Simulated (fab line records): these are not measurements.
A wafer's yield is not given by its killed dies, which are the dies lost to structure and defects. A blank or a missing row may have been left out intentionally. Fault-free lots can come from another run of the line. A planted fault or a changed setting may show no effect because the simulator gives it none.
The tool behind it: which one? -- flow n5-finfet -- 20 lots, 60 wafers sampled, at 3 steps of a route of 1938

## WHAT THE GAUGES READ, wafer by wafer
N5_BEOL_M0_CUTY_OVL_MEAS_58. Usual: M0_ABLK_OVL 0.5 nm, standard deviation 0.82.
lot,measured,on,M0_ABLK_OVL (nm),flag
L074,day 5 19:15,overlay-01,0.2 -0.2 -0.8,
L075,day 6 07:25,overlay-02,1.9 1.7 1.1,
L076,day 6 09:24,overlay-01,0.5 1.6 1.0,
L077,day 6 13:25,overlay-01,1.0 0.4 0.5,
L078,day 6 14:24,overlay-02,1.4 2.8 1.8,
L079,day 7 00:43,overlay-02,0.7 0.1 1.0,
L080,day 7 04:35,overlay-01,-1.0 -1.4 0.0,
L081,day 8 01:20,overlay-01,2.1 0.4 1.6,
L083,day 9 21:22,overlay-02,1.2 -0.4 1.6,
L085,day 10 15:55,overlay-02,1.2 0.5 0.7,
L086,day 10 16:25,overlay-01,0.1 1.1 0.5,
L088,day 10 17:14,overlay-01,-0.1 -0.9 1.0,
L089,day 11 23:14,overlay-02,2.1 1.5 -0.2,
L090,day 12 01:13,overlay-02,-0.1 -0.8 1.3,
L091,day 12 01:46,overlay-01,0.1 1.3 1.6,
L093,day 12 02:29,overlay-02,0.8 0.1 1.1,
L096,day 13 05:23,overlay-01,-0.4 -0.4 -0.2,
L095,day 13 07:32,overlay-01,0.6 1.4 1.8,
L094,day 13 08:22,overlay-02,0.1 -0.9 0.6,
L097,day 13 08:59,overlay-01,0.4 0.1 -0.4,

## WHAT TOOL EACH LOT RAN ON (gives the tool, then ch and the chambers of the sampled wafers, and finally the start)
lot,N5_BEOL_M0_SAQP_CUT_ETCH_46,N5_BEOL_M0_SAQP_ETCH_49
L074,"rie-diel-05 ch 0,1,2, day 5 17:41","rie-diel-03 ch 1,2,3, day 5 18:43"
L075,"rie-diel-03 ch 0,2,3, day 6 06:10","rie-diel-02 ch 0,2,3, day 6 06:54"
L076,"rie-diel-02 ch 0,1,2, day 6 08:09","rie-diel-02 ch 0,1,2, day 6 08:52"
L077,"rie-diel-05 ch 1,3, day 6 12:00","rie-diel-02 ch 0,1,3, day 6 12:53"
L078,"rie-diel-03 ch 0,2, day 6 13:04","rie-diel-03 ch 0,2,3, day 6 13:53"
L079,"rie-diel-05 ch 0,2,3, day 6 23:28","rie-diel-02 ch 0,1,2, day 7 00:11"
L080,"rie-diel-05 ch 0,1, day 7 02:53","rie-diel-05 ch 0,1,3, day 7 04:04"
L081,"rie-diel-03 ch 0,1,2, day 8 00:07","rie-diel-03 ch 1,3, day 8 00:56"
L083,"rie-diel-03 ch 0,2, day 9 20:04","rie-diel-02 ch 1,3, day 9 20:48"
L085,"rie-diel-03 ch 1,2,3, day 10 14:19","rie-diel-03 ch 0,2, day 10 15:23"
L086,"rie-diel-02 ch 1,2,3, day 10 14:34","rie-diel-02 ch 1,2,3, day 10 15:53"
L088,"rie-diel-02 ch 1,3, day 10 15:01","rie-diel-05 ch 1,2, day 10 16:47"
L089,"rie-diel-05 ch 0,1,3, day 11 21:22","rie-diel-03 ch 0,2, day 11 22:43"
L090,"rie-diel-05 ch 0,1, day 11 23:27","rie-diel-02 ch 1,2, day 12 00:41"
L091,"rie-diel-03 ch 0,3, day 12 00:28","rie-diel-02 ch 1,2,3, day 12 01:15"
L093,"rie-diel-03 ch 0,1,2, day 12 00:44","rie-diel-02 ch 0,2, day 12 01:58"
L096,"rie-diel-02 ch 0,1,2, day 13 03:27","rie-diel-03 ch 0,1,2, day 13 04:52"
L095,"rie-diel-03 ch 0,1,2, day 13 06:07","rie-diel-05 ch 0,1,2, day 13 07:01"
L094,"rie-diel-03 ch 1,3, day 13 06:50","rie-diel-05 ch 1,2, day 13 07:51"
L097,"rie-diel-05 ch 0,1,2, day 13 07:40","rie-diel-05 ch 0,1,2, day 13 08:28"
- N5_BEOL_M0_SAQP_CUT_ETCH_46: etches SOC in N2/H2, target depth 135 nm, overetch 27 nm, time 202.5 s.
- N5_BEOL_M0_SAQP_ETCH_49: etches SiO2 in CF4/O2, target depth 37 nm.

## AS READ BY THE TOOLS THEMSELVES (means over the sampled wafers that have a number; for cases with no such wafer, the mark the record gives instead)
N5_BEOL_M0_SAQP_CUT_ETCH_46. Usual: bias-w 150.0 W, standard deviation 0.43; drypump-motor-current-A 5.7 A, standard deviation 0.39; rf-vpp-V 523.6 V, standard deviation 2.5; showerhead-plenum-p-Torr 2.53 Torr, standard deviation 0.083; throttle-valve-pct 17.91 %, standard deviation 0.19.
lot,tool,bias-w (W),drypump-motor-current-A (A),rf-vpp-V (V),showerhead-plenum-p-Torr (Torr),throttle-valve-pct (%),flag
L074,rie-diel-05,150.4,5.8,523.1,2.54,17.78,
L075,rie-diel-03,149.9,5.7,524.2,2.59,17.91,
L076,rie-diel-02,149.9,5.5,523.9,2.51,18.01,
L077,rie-diel-05,150.3,5.7,525.1,2.58,17.75,
L078,rie-diel-03,150.5,5.8,523.2,2.51,17.90,
L079,rie-diel-05,149.8,6.1,523.4,2.52,17.81,
L080,rie-diel-05,149.7,5.7,524.2,2.54,17.66,
L081,rie-diel-03,150.0,5.8,524.4,2.54,18.06,
L083,rie-diel-03,150.1,5.8,522.0,2.51,17.93,
L085,rie-diel-03,149.7,5.6,523.6,2.53,18.06,
L086,rie-diel-02,150.1,5.9,520.3,2.44,17.93,
L088,rie-diel-02,149.9,5.7,520.3,2.43,18.02,
L089,rie-diel-05,150.2,5.8,523.7,2.54,17.82,
L090,rie-diel-05,150.0,5.5,523.9,2.56,17.65,
L091,rie-diel-03,149.6,5.8,527.5,2.66,17.98,
L093,rie-diel-03,150.2,5.8,522.9,2.53,18.08,
L096,rie-diel-02,149.5,5.5,523.1,2.49,17.89,
L095,rie-diel-03,150.0,5.8,523.4,2.53,18.09,
L094,rie-diel-03,150.1,5.7,524.0,2.56,18.21,
L097,rie-diel-05,150.1,5.8,523.5,2.52,17.70,

N5_BEOL_M0_SAQP_ETCH_49. Usual: bias-w 49.00 W, standard deviation 0.14; drypump-motor-current-A 5.7 A, standard deviation 0.41; oes-product-au 0.79 a.u., standard deviation 0.091; rf-vpp-V 240.1 V, standard deviation 2.2; showerhead-plenum-p-Torr 2.19 Torr, standard deviation 0.069; throttle-valve-pct 15.91 %, standard deviation 0.17.
lot,tool,bias-w (W),drypump-motor-current-A (A),oes-product-au (a.u.),rf-vpp-V (V),showerhead-plenum-p-Torr (Torr),throttle-valve-pct (%),flag
L074,rie-diel-03,48.78,5.7,0.73,240.8,2.20,16.01,
L075,rie-diel-02,49.08,5.6,0.77,239.8,2.18,15.92,
L076,rie-diel-02,48.98,5.5,0.78,239.9,2.18,15.97,
L077,rie-diel-02,49.14,5.4,0.73,238.6,2.16,15.99,
L078,rie-diel-03,49.08,5.7,0.76,241.9,2.24,15.93,
L079,rie-diel-02,48.85,5.5,0.77,239.4,2.17,16.00,
L080,rie-diel-05,49.12,5.9,0.79,242.1,2.21,15.78,
L081,rie-diel-03,49.07,5.6,0.72,241.8,2.25,16.05,
L083,rie-diel-02,49.08,5.7,0.74,236.6,2.11,15.97,
L085,rie-diel-03,48.91,5.8,0.77,242.0,2.24,15.94,
L086,rie-diel-02,49.03,5.9,0.78,238.6,2.12,15.91,
L088,rie-diel-05,48.92,5.9,0.93,241.5,2.19,15.69,
L089,rie-diel-03,48.86,5.8,0.73,241.4,2.17,16.00,
L090,rie-diel-02,49.04,5.9,0.80,239.4,2.13,15.92,
L091,rie-diel-02,49.01,5.9,0.77,237.2,2.12,15.92,
L093,rie-diel-02,49.07,5.2,0.92,239.6,2.21,15.77,
L096,rie-diel-03,49.00,5.8,0.72,240.4,2.20,16.07,
L095,rie-diel-05,48.96,5.8,0.81,241.0,2.19,15.72,
L094,rie-diel-05,49.03,5.6,0.87,241.1,2.21,15.65,
L097,rie-diel-05,49.02,5.8,0.81,240.2,2.19,15.73,

## THE ANSWER, worked out from the rows above alone
Rule: a lot counts as off when the mean over its wafers that have a number is more than 3 standard deviations away from the usual mean. A lot without any number at a reading at which 4 lots or more have one is off too. Any other lot the step has rows for is counted as sound. After the gauges, taken in route order, come the tools' own readings; for these a lot's mean is taken, as printed above. At the first step where some lot is off, the reading lying furthest off is the one used; lots without a number count as furthest.
No lot is off at any reading shown: from this, nothing can be told.

## WHAT THE SIMULATOR HAD INSERTED
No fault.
